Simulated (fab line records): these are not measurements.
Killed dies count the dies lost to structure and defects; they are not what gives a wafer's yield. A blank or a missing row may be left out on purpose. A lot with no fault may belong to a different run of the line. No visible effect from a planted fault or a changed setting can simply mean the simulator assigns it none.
Which tool was responsible? :: flow nandHarc :: 14 lots, 42 wafers sampled, at 5 steps of a route of 1302

## WHAT THE GAUGES SHOWED, per wafer
NHARC_A_BONDPAD_CD_MEAS_13. Usual: cdNm reads 499.7 nm (standard deviation 1.8).
lot: L311
measured: day 23 18:29
on: cdSem-02
cdNm (nm): 500.7 499.5 502.1
flag: 

lot: L313
measured: day 23 23:03
on: cdSem-01
cdNm (nm): 500.9 501.4 498.7
flag: 

lot: L314
measured: day 24 09:10
on: cdSem-02
cdNm (nm): 500.2 499.6 501.0
flag: 

lot: L315
measured: day 24 11:11
on: cdSem-02
cdNm (nm): 503.0 497.9 499.2
flag: 

lot: L316
measured: day 25 05:27
on: cdSem-02
cdNm (nm): 497.6 497.0 500.1
flag: 

lot: L317
measured: day 25 21:59
on: cdSem-02
cdNm (nm): 497.8 499.3 496.3
flag: 

lot: L318
measured: day 26 19:52
on: cdSem-01
cdNm (nm): 498.0 500.2 497.9
flag: 

lot: L319
measured: day 27 06:56
on: cdSem-02
cdNm (nm): 499.0 499.4 499.9
flag: 

lot: L321
measured: day 27 17:50
on: cdSem-02
cdNm (nm): 500.3 499.2 501.2
flag: 

lot: L325
measured: day 29 13:04
on: cdSem-02
cdNm (nm): 499.1 497.6 498.6
flag: 

lot: L326
measured: day 30 05:20
on: cdSem-01
cdNm (nm): 497.0 502.6 498.8
flag: 

lot: L327
measured: day 30 06:01
on: cdSem-01
cdNm (nm): 501.1 503.3 499.4
flag: 

lot: L328
measured: day 31 02:59
on: cdSem-02
cdNm (nm): 500.8 504.0 502.9
flag: 

lot: L332
measured: day 31 22:10
on: cdSem-01
cdNm (nm): 498.1 503.4 501.3
flag: 

NHARC_HYBRID_BOND_OVL_MEAS_05. Usual: overlayXNm -5 nm, standard deviation 32; overlayYNm 3 nm, standard deviation 32.
lot: L311
measured: day 24 03:02
on: overlay-02
overlayXNm (nm): -3 33 1
overlayYNm (nm): 91 17 44
flag: 

lot: L313
measured: day 24 08:58
on: overlay-02
overlayXNm (nm): -20 7 3
overlayYNm (nm): 32 -1 -60
flag: 

lot: L314
measured: day 24 20:37
on: overlay-02
overlayXNm (nm): 6 -70 3
overlayYNm (nm): 5 5 -10
flag: 

lot: L315
measured: day 24 20:37
on: overlay-01
overlayXNm (nm): 89 16 -42
overlayYNm (nm): 3 27 -7
flag: 

lot: L316
measured: day 25 17:08
on: overlay-01
overlayXNm (nm): -26 26 -29
overlayYNm (nm): 16 -8 30
flag: 

lot: L317
measured: day 26 09:49
on: overlay-02
overlayXNm (nm): -17 49 -4
overlayYNm (nm): 37 40 12
flag: 

lot: L318
measured: day 27 08:30
on: overlay-02
overlayXNm (nm): -6 43 -22
overlayYNm (nm): -34 23 2
flag: 

lot: L319
measured: day 27 19:50
on: overlay-01
overlayXNm (nm): 36 -38 17
overlayYNm (nm): 4 -9 10
flag: 

lot: L321
measured: day 28 02:23
on: overlay-02
overlayXNm (nm): -16 -4 -22
overlayYNm (nm): 22 -18 -34
flag: 

lot: L325
measured: day 30 00:45
on: overlay-01
overlayXNm (nm): 2 -4 8
overlayYNm (nm): -27 72 11
flag: 

lot: L326
measured: day 30 17:05
on: overlay-02
overlayXNm (nm): -28 -13 26
overlayYNm (nm): -47 74 15
flag: 

lot: L327
measured: day 30 17:04
on: overlay-01
overlayXNm (nm): -27 30 -51
overlayYNm (nm): 19 -1 -23
flag: 

lot: L328
measured: day 31 13:07
on: overlay-01
overlayXNm (nm): -31 21 -45
overlayYNm (nm): -6 -52 -10
flag: 

lot: L332
measured: day 32 09:25
on: overlay-02
overlayXNm (nm): 22 38 -48
overlayYNm (nm): 47 11 15
flag: 

NHARC_THIN_TSV_CD_MEAS_33: target cd 5000 nm. Usual: cdNm reads 5000.7 nm (standard deviation 1.8).
lot: L311
measured: day 24 11:41
on: cdSem-02
cdNm (nm): 5001.2 5000.0 4999.5
flag: 

lot: L313
measured: day 24 17:38
on: cdSem-01
cdNm (nm): 5005.1 5003.1 5000.7
flag: 

lot: L314
measured: day 25 05:14
on: cdSem-03
cdNm (nm): 5000.4 5001.4 5002.0
flag: 

lot: L315
measured: day 25 06:14
on: cdSem-02
cdNm (nm): 4999.9 4997.2 5001.0
flag: 

lot: L316
measured: day 26 01:50
on: cdSem-01
cdNm (nm): 5002.4 4999.8 5002.8
flag: 

lot: L317
measured: day 26 18:29
on: cdSem-01
cdNm (nm): 5002.0 5001.4 4998.1
flag: 

lot: L318
measured: day 27 17:05
on: cdSem-01
cdNm (nm): 5004.5 5001.7 5000.4
flag: 

lot: L319
measured: day 28 05:57
on: cdSem-01
cdNm (nm): 5002.5 5000.5 5001.3
flag: 

lot: L321
measured: day 28 10:54
on: cdSem-01
cdNm (nm): 5002.2 5001.3 5002.3
flag: 

lot: L325
measured: day 30 10:35
on: cdSem-01
cdNm (nm): 4998.0 4998.5 4999.0
flag: 

lot: L326
measured: day 31 02:47
on: cdSem-01
cdNm (nm): 5001.6 4999.6 4998.0
flag: 

lot: L327
measured: day 31 01:37
on: cdSem-02
cdNm (nm): 5002.4 5002.9 5002.2
flag: 

lot: L328
measured: day 31 22:51
on: cdSem-02
cdNm (nm): 5000.3 4999.1 5000.2
flag: 

lot: L332
measured: day 32 19:18
on: cdSem-02
cdNm (nm): 5000.3 4999.4 4999.6
flag: 

NHARC_END_SORT_01. Usual: killedAtArray 63, standard deviation 17; killedAtOther 0.8, standard deviation 1.1; killedAtPeriphery 3.5, standard deviation 3; killedDies 67, standard deviation 17; killedOpen 3.1, standard deviation 1.6; killedShort 2.6, standard deviation 1.4.
lot: L326
measured: day 31 14:28
on: prober-02
killedAtArray: 57 69 76
killedAtOther: 0 0 0
killedAtPeriphery: 620 608 601
killedDies: 677 677 677
killedOpen: 3 5 1
killedShort: 2 3 4
flag: OFF

lot: L327
measured: day 31 12:52
on: prober-01
killedAtArray: 46 52 65
killedAtOther: 0 1 2
killedAtPeriphery: 631 624 610
killedDies: 677 677 677
killedOpen: 2 3 3
killedShort: 4 3 6
flag: OFF

## EACH LOT AND THE TOOL THAT RAN IT (in order: tool; ch and the chambers of the sampled wafers; start)
lot: L311
NHARC_P_GATE_EXPOSE_56: krfScanner-04 ch 0, day 5 21:18

lot: L313
NHARC_P_GATE_EXPOSE_56: krfScanner-01 ch 0, day 6 18:42

lot: L314
NHARC_P_GATE_EXPOSE_56: krfScanner-01 ch 0, day 7 06:25

lot: L315
NHARC_P_GATE_EXPOSE_56: krfScanner-04 ch 0, day 7 13:36

lot: L316
NHARC_P_GATE_EXPOSE_56: krfScanner-04 ch 0, day 8 01:24

lot: L317
NHARC_P_GATE_EXPOSE_56: krfScanner-03 ch 0, day 8 17:41

lot: L318
NHARC_P_GATE_EXPOSE_56: krfScanner-01 ch 0, day 8 23:04

lot: L319
NHARC_P_GATE_EXPOSE_56: krfScanner-01 ch 0, day 9 22:15

lot: L321
NHARC_P_GATE_EXPOSE_56: krfScanner-04 ch 0, day 10 04:34

lot: L325
NHARC_P_GATE_EXPOSE_56: krfScanner-03 ch 0, day 11 18:33

lot: L326
NHARC_P_GATE_EXPOSE_56: krfScanner-04 ch 0, day 12 10:14

lot: L327
NHARC_P_GATE_EXPOSE_56: krfScanner-04 ch 0, day 12 11:20

lot: L328
NHARC_P_GATE_EXPOSE_56: krfScanner-03 ch 0, day 12 23:58

lot: L332
NHARC_P_GATE_EXPOSE_56: krfScanner-03 ch 0, day 14 17:43
- NHARC_P_GATE_EXPOSE_56: exposes mask P PSD, target cd 720 nm.

## AS READ BY THE TOOLS THEMSELVES (means over the sampled wafers that have a number; for cases with no such wafer, the mark the record gives instead)
The record holds no such reading with a usual standard deviation.

## THE ANSWER, worked out from the rows above alone
Rule: lot off if the mean of its wafers having a number is beyond 3 standard deviations from the usual mean. A lot without any number at a reading at which 4 lots or more have one is off too. The other lots that the step has rows for count as sound. After the gauges, taken in route order, come the tools' own readings; for these a lot's mean is taken, as printed above. At the first step where some lot is off, the reading lying furthest off is the one used; lots without a number count as furthest.
Off: L326, L327, at NHARC_END_SORT_01 (killedAtPeriphery). Neither off nor sound, because the step has no rows for them: L311, L313, L314, L315, L316, L317, L318, L319, L321, L325, L328, L332.
A tool fits if, at a process step before that reading, it ran every lot that is off, and no sound lot after the first of them. Those tools and the gauges at NHARC_END_SORT_01 are tried in the same way. One fits: NHARC_P_GATE_EXPOSE_56 on krfScanner-04. It ran no sound lot before its first lot that is off in this sample, so the start can't be narrowed down.

## WHAT THE SIMULATOR HAD INSERTED
Scanner matching overlay: krfScanner-04, from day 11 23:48 on, at NHARC_P_GATE_EXPOSE_56. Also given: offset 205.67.
Shown lots that were struck: L326, L327. The same result came from the rule above.
